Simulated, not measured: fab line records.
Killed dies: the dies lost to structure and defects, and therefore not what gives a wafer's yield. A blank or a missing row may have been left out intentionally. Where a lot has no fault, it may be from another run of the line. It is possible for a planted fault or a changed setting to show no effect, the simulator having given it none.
Which tool is to blame? + flow n5-finfet + 22 lots with 66 wafers sampled at 4 steps, on a route of 1938 steps

## WHAT EACH GAUGE READ, for each wafer
N5_BEOL_M12_RS_MEAS_54: measurement is done with a four-point probe. Usual: M12_RS 0.0594 ohm/sq, standard deviation 0.00089.
| lot  | measured     | on            | M12_RS (ohm/sq)      | flag |
|------|--------------|---------------|----------------------|------|
| L075 | day 11 03:26 | film-metro-02 | 0.0599 0.0589 0.0582 |      |
| L074 | day 11 08:02 | film-metro-02 | 0.0598 0.0597 0.0590 |      |
| L077 | day 11 09:07 | film-metro-01 | 0.0585 0.0588 0.0591 |      |
| L078 | day 11 14:17 | film-metro-02 | 0.0588 0.0587 0.0585 |      |
| L079 | day 11 21:05 | film-metro-01 | 0.0608 0.0606 0.0599 |      |
| L081 | day 12 10:04 | film-metro-02 | 0.0604 0.0595 0.0602 |      |
| L080 | day 12 07:59 | film-metro-01 | 0.0609 0.0596 0.0595 |      |
| L082 | day 12 14:41 | film-metro-02 | 0.0605 0.0600 0.0597 |      |
| L083 | day 13 00:25 | film-metro-02 | 0.0603 0.0601 0.0599 |      |
| L084 | day 13 07:32 | film-metro-02 | 0.0577 0.0595 0.0580 |      |
| L087 | day 13 19:16 | film-metro-02 | 0.0605 0.0602 0.0593 |      |
| L085 | day 13 21:58 | film-metro-02 | 0.0582 0.0598 0.0603 |      |
| L088 | day 14 02:26 | film-metro-02 | 0.0588 0.0593 0.0586 |      |
| L086 | day 14 07:11 | film-metro-02 | 0.0600 0.0617 0.0607 |      |
| L089 | day 14 12:01 | film-metro-01 | 0.0580 0.0580 0.0579 |      |
| L090 | day 14 20:44 | film-metro-02 | 0.0594 0.0586 0.0575 |      |
| L093 | day 15 06:22 | film-metro-02 | 0.0591 0.0590 0.0594 |      |
| L092 | day 15 12:41 | film-metro-02 | 0.0594 0.0594 0.0591 |      |
| L095 | day 15 20:47 | film-metro-01 | 0.0595 0.0606 0.0615 |      |
| L094 | day 15 21:25 | film-metro-02 | 0.0597 0.0600 0.0593 |      |
| L096 | day 16 02:46 | film-metro-01 | 0.0596 0.0592 0.0585 |      |
| L097 | day 16 12:37 | film-metro-02 | 0.0598 0.0597 0.0599 |      |

## WHAT TOOL EACH LOT RAN ON (gives the tool, then ch and the chambers of the sampled wafers, and finally the start)
| lot  | N5_BEOL_M12_ETCH_67                | N5_BEOL_M12_SPUTTER_45       | N5_BEOL_M12_DEP_53              |
|------|------------------------------------|------------------------------|---------------------------------|
| L075 | rie-diel-01 ch 0,1, day 10 23:12   | pvd-sputter-03, day 11 02:26 | pecvd-01 ch 1,2, day 11 03:21   |
| L074 | rie-diel-03 ch 1,2,3, day 11 01:59 | pvd-sputter-01, day 11 07:03 | pecvd-02 ch 1,2, day 11 07:58   |
| L077 | rie-diel-01 ch 0,1,3, day 11 06:47 | pvd-sputter-01, day 11 07:59 | pecvd-04 ch 0,1, day 11 09:02   |
| L078 | rie-diel-01 ch 0,1,3, day 11 11:04 | pvd-sputter-02, day 11 13:19 | pecvd-04 ch 0,2, day 11 14:14   |
| L079 | rie-diel-05 ch 0,1, day 11 15:40   | pvd-sputter-02, day 11 20:06 | pecvd-01 ch 0,2, day 11 21:01   |
| L081 | rie-diel-03 ch 0,1,3, day 11 23:07 | pvd-sputter-03, day 12 09:05 | pecvd-02 ch 0,1, day 12 10:01   |
| L080 | rie-diel-05 ch 0,1,3, day 12 01:20 | pvd-sputter-01, day 12 06:50 | pecvd-04 ch 0,1,2, day 12 07:55 |
| L082 | rie-diel-05 ch 0,1,2, day 12 12:23 | pvd-sputter-01, day 12 13:41 | pecvd-02 ch 1,2, day 12 14:37   |
| L083 | rie-diel-05 ch 1,3, day 12 19:17   | pvd-sputter-02, day 12 23:26 | pecvd-04 ch 0,1,2, day 13 00:21 |
| L084 | rie-diel-03 ch 0,1,2, day 13 02:46 | pvd-sputter-01, day 13 06:33 | pecvd-01 ch 1,2, day 13 07:28   |
| L087 | rie-diel-05 ch 0,2,3, day 13 13:57 | pvd-sputter-01, day 13 18:17 | pecvd-01 ch 1,2, day 13 19:13   |
| L085 | rie-diel-05 ch 0,2,3, day 13 14:31 | pvd-sputter-02, day 13 20:59 | pecvd-01 ch 0,1,2, day 13 21:55 |
| L088 | rie-diel-01 ch 1,2,3, day 13 22:20 | pvd-sputter-01, day 14 01:26 | pecvd-04 ch 0,1,2, day 14 02:21 |
| L086 | rie-diel-05 ch 0,3, day 14 03:14   | pvd-sputter-01, day 14 06:11 | pecvd-04 ch 1,2, day 14 07:07   |
| L089 | rie-diel-01 ch 1,3, day 14 08:13   | pvd-sputter-02, day 14 11:01 | pecvd-02 ch 0,1,2, day 14 11:57 |
| L090 | rie-diel-03 ch 1,2, day 14 18:34   | pvd-sputter-01, day 14 19:44 | pecvd-02 ch 0,1,2, day 14 20:40 |
| L093 | rie-diel-01 ch 0,1,2, day 15 04:01 | pvd-sputter-03, day 15 05:23 | pecvd-01 ch 0,2, day 15 06:17   |
| L092 | rie-diel-01 ch 0,2,3, day 15 08:30 | pvd-sputter-01, day 15 11:25 | pecvd-02 ch 0,2, day 15 12:37   |
| L095 | rie-diel-05 ch 2,3, day 15 17:20   | pvd-sputter-01, day 15 19:48 | pecvd-02 ch 0,2, day 15 20:43   |
| L094 | rie-diel-03 ch 0,2, day 15 18:10   | pvd-sputter-02, day 15 20:26 | pecvd-02 ch 1,2, day 15 21:20   |
| L096 | rie-diel-01 ch 0,1,2, day 15 23:28 | pvd-sputter-01, day 16 01:47 | pecvd-04 ch 1,2, day 16 02:42   |
| L097 | rie-diel-03 ch 1,3, day 16 08:58   | pvd-sputter-01, day 16 11:38 | pecvd-01 ch 0,1,2, day 16 12:32 |
- N5_BEOL_M12_ETCH_67: etches SiARC in CF4, target depth 143 nm, time 238.3 s.
- N5_BEOL_M12_SPUTTER_45: material Cu, target thk 80 nm, time 13.33 s.
- N5_BEOL_M12_DEP_53: deposits SiCN from 3MS/NH3, target thk 30 nm, time 10.5 s.

## WHAT THE TOOLS THEMSELVES READ (means of the sampled wafers that have a number; where no wafer has one, the mark that the record gives instead)
N5_BEOL_M12_ETCH_67. Usual: drypump-motor-current-A 5.7 A, standard deviation 0.43; etch-rf-on-time-s 236 s, standard deviation 5.3; oes-product-au 0.69 a.u., standard deviation 0.063; rf-vpp-V 184.0 V, standard deviation 1.1; showerhead-plenum-p-Torr 2.14 Torr, standard deviation 0.061; throttle-valve-pct 15.52 %, standard deviation 0.26.
| lot  | tool        | drypump-motor-current-A (A) | etch-rf-on-time-s (s) | oes-product-au (a.u.) | rf-vpp-V (V) | showerhead-plenum-p-Torr (Torr) | throttle-valve-pct (%) | flag |
|------|-------------|-----------------------------|-----------------------|-----------------------|--------------|---------------------------------|------------------------|------|
| L075 | rie-diel-01 | 5.4                         | 227                   | 0.74                  | 183.6        | 2.14                            | 15.28                  |      |
| L074 | rie-diel-03 | 6.1                         | 237                   | 0.72                  | 184.6        | 2.14                            | 15.56                  |      |
| L077 | rie-diel-01 | 5.3                         | 229                   | 0.71                  | 184.6        | 2.11                            | 15.40                  |      |
| L078 | rie-diel-01 | 5.3                         | 229                   | 0.71                  | 183.7        | 2.11                            | 15.41                  |      |
| L079 | rie-diel-05 | 5.5                         | 244                   | 0.65                  | 184.8        | 2.20                            | 15.52                  |      |
| L081 | rie-diel-03 | 5.9                         | 237                   | 0.74                  | 184.3        | 2.20                            | 15.43                  |      |
| L080 | rie-diel-05 | 5.6                         | 241                   | 0.62                  | 184.3        | 2.16                            | 15.74                  |      |
| L082 | rie-diel-05 | 5.7                         | 242                   | 0.69                  | 183.4        | 2.18                            | 15.59                  |      |
| L083 | rie-diel-05 | 5.5                         | 236                   | 0.61                  | 184.1        | 2.13                            | 16.08                  |      |
| L084 | rie-diel-03 | 6.0                         | 236                   | 0.74                  | 184.7        | 2.15                            | 15.39                  |      |
| L087 | rie-diel-05 | 5.8                         | 241                   | 0.67                  | 185.2        | 2.17                            | 15.48                  |      |
| L085 | rie-diel-05 | 5.8                         | 240                   | 0.68                  | 184.2        | 2.17                            | 15.48                  |      |
| L088 | rie-diel-01 | 5.5                         | 236                   | 0.73                  | 184.1        | 2.11                            | 15.53                  |      |
| L086 | rie-diel-05 | 5.5                         | 240                   | 0.62                  | 184.7        | 2.19                            | 15.44                  |      |
| L089 | rie-diel-01 | 5.5                         | 231                   | 0.70                  | 183.7        | 2.13                            | 15.42                  |      |
| L090 | rie-diel-03 | 6.2                         | 232                   | 0.70                  | 183.2        | 2.07                            | 15.58                  |      |
| L093 | rie-diel-01 | 5.5                         | 231                   | 0.72                  | 184.1        | 2.11                            | 15.47                  |      |
| L092 | rie-diel-01 | 5.3                         | 239                   | 0.70                  | 183.1        | 2.08                            | 15.59                  |      |
| L095 | rie-diel-05 | 5.8                         | 237                   | 0.64                  | 184.3        | 2.13                            | 15.71                  |      |
| L094 | rie-diel-03 | 5.6                         | 237                   | 0.73                  | 185.0        | 2.20                            | 15.29                  |      |
| L096 | rie-diel-01 | 5.5                         | 232                   | 0.71                  | 183.1        | 2.11                            | 15.47                  |      |
| L097 | rie-diel-03 | 6.3                         | 236                   | 0.69                  | 184.3        | 2.13                            | 15.63                  |      |

N5_BEOL_M12_SPUTTER_45. Usual: bias-v 60.0 V, standard deviation 0.55; susceptor-temp-C -20.00 C, standard deviation 0.1; throttle-valve-pct 29.9 %, standard deviation 1.4.
| lot  | tool           | bias-v (V) | susceptor-temp-C (C) | throttle-valve-pct (%) | flag |
|------|----------------|------------|----------------------|------------------------|------|
| L075 | pvd-sputter-03 | 60.0       | -20.03               | 30.1                   |      |
| L074 | pvd-sputter-01 | 59.7       | -20.03               | 28.9                   |      |
| L077 | pvd-sputter-01 | 59.8       | -20.14               | 30.3                   |      |
| L078 | pvd-sputter-02 | 60.0       | -20.08               | 31.8                   |      |
| L079 | pvd-sputter-02 | 60.3       | -20.03               | 29.8                   |      |
| L081 | pvd-sputter-03 | 60.2       | -20.01               | 30.0                   |      |
| L080 | pvd-sputter-01 | 59.4       | -19.93               | 29.3                   |      |
| L082 | pvd-sputter-01 | 60.4       | -19.90               | 28.9                   |      |
| L083 | pvd-sputter-02 | 60.5       | -20.02               | 29.2                   |      |
| L084 | pvd-sputter-01 | 60.3       | -20.05               | 29.1                   |      |
| L087 | pvd-sputter-01 | 60.3       | -20.06               | 29.8                   |      |
| L085 | pvd-sputter-02 | 59.6       | -19.99               | 31.4                   |      |
| L088 | pvd-sputter-01 | 59.7       | -20.00               | 29.4                   |      |
| L086 | pvd-sputter-01 | 60.0       | -19.99               | 29.3                   |      |
| L089 | pvd-sputter-02 | 59.7       | -20.01               | 30.6                   |      |
| L090 | pvd-sputter-01 | 60.6       | -20.07               | 28.6                   |      |
| L093 | pvd-sputter-03 | 60.1       | -20.09               | 31.0                   |      |
| L092 | pvd-sputter-01 | 60.0       | -19.98               | 29.9                   |      |
| L095 | pvd-sputter-01 | 60.4       | -19.98               | 29.9                   |      |
| L094 | pvd-sputter-02 | 60.1       | -19.93               | 31.5                   |      |
| L096 | pvd-sputter-01 | 60.4       | -20.03               | 29.1                   |      |
| L097 | pvd-sputter-01 | 59.9       | -19.99               | 28.9                   |      |

N5_BEOL_M12_DEP_53. Usual: showerhead-plenum-p-Torr 4.146 Torr, standard deviation 0.027; throttle-valve-pct 18.3 %, standard deviation 0.88.
| lot  | tool     | showerhead-plenum-p-Torr (Torr) | throttle-valve-pct (%) | flag |
|------|----------|---------------------------------|------------------------|------|
| L075 | pecvd-01 | 4.102                           | 19.1                   |      |
| L074 | pecvd-02 | 4.151                           | 17.5                   |      |
| L077 | pecvd-04 | 4.178                           | 18.2                   |      |
| L078 | pecvd-04 | 4.141                           | 17.6                   |      |
| L079 | pecvd-01 | 4.129                           | 17.7                   |      |
| L081 | pecvd-02 | 4.161                           | 19.0                   |      |
| L080 | pecvd-04 | 4.168                           | 18.0                   |      |
| L082 | pecvd-02 | 4.151                           | 17.8                   |      |
| L083 | pecvd-04 | 4.167                           | 18.0                   |      |
| L084 | pecvd-01 | 4.109                           | 19.2                   |      |
| L087 | pecvd-01 | 4.115                           | 18.6                   |      |
| L085 | pecvd-01 | 4.115                           | 18.5                   |      |
| L088 | pecvd-04 | 4.168                           | 18.0                   |      |
| L086 | pecvd-04 | 4.149                           | 17.7                   |      |
| L089 | pecvd-02 | 4.159                           | 18.3                   |      |
| L090 | pecvd-02 | 4.150                           | 18.5                   |      |
| L093 | pecvd-01 | 4.138                           | 18.1                   |      |
| L092 | pecvd-02 | 4.159                           | 18.3                   |      |
| L095 | pecvd-02 | 4.159                           | 18.3                   |      |
| L094 | pecvd-02 | 4.146                           | 17.7                   |      |
| L096 | pecvd-04 | 4.151                           | 17.6                   |      |
| L097 | pecvd-01 | 4.124                           | 18.6                   |      |

## THE ANSWER, worked out from the rows above alone
Rule: take the mean of a lot's wafers that have a number; if it is more than 3 standard deviations from the usual mean, the lot is off. A lot without any number at a reading at which 4 lots or more have one is off too. The other lots that the step has rows for count as sound. First the gauges in route order, then the tools' own readings, where a lot's mean is used as printed above. The first step at which some lot is off is used, and at that step the reading that is off furthest; a lot without a number counts as furthest.
No lot is off on any of the readings shown, so nothing can be concluded from this.

## WHAT HAD BEEN PUT IN BY THE SIMULATOR
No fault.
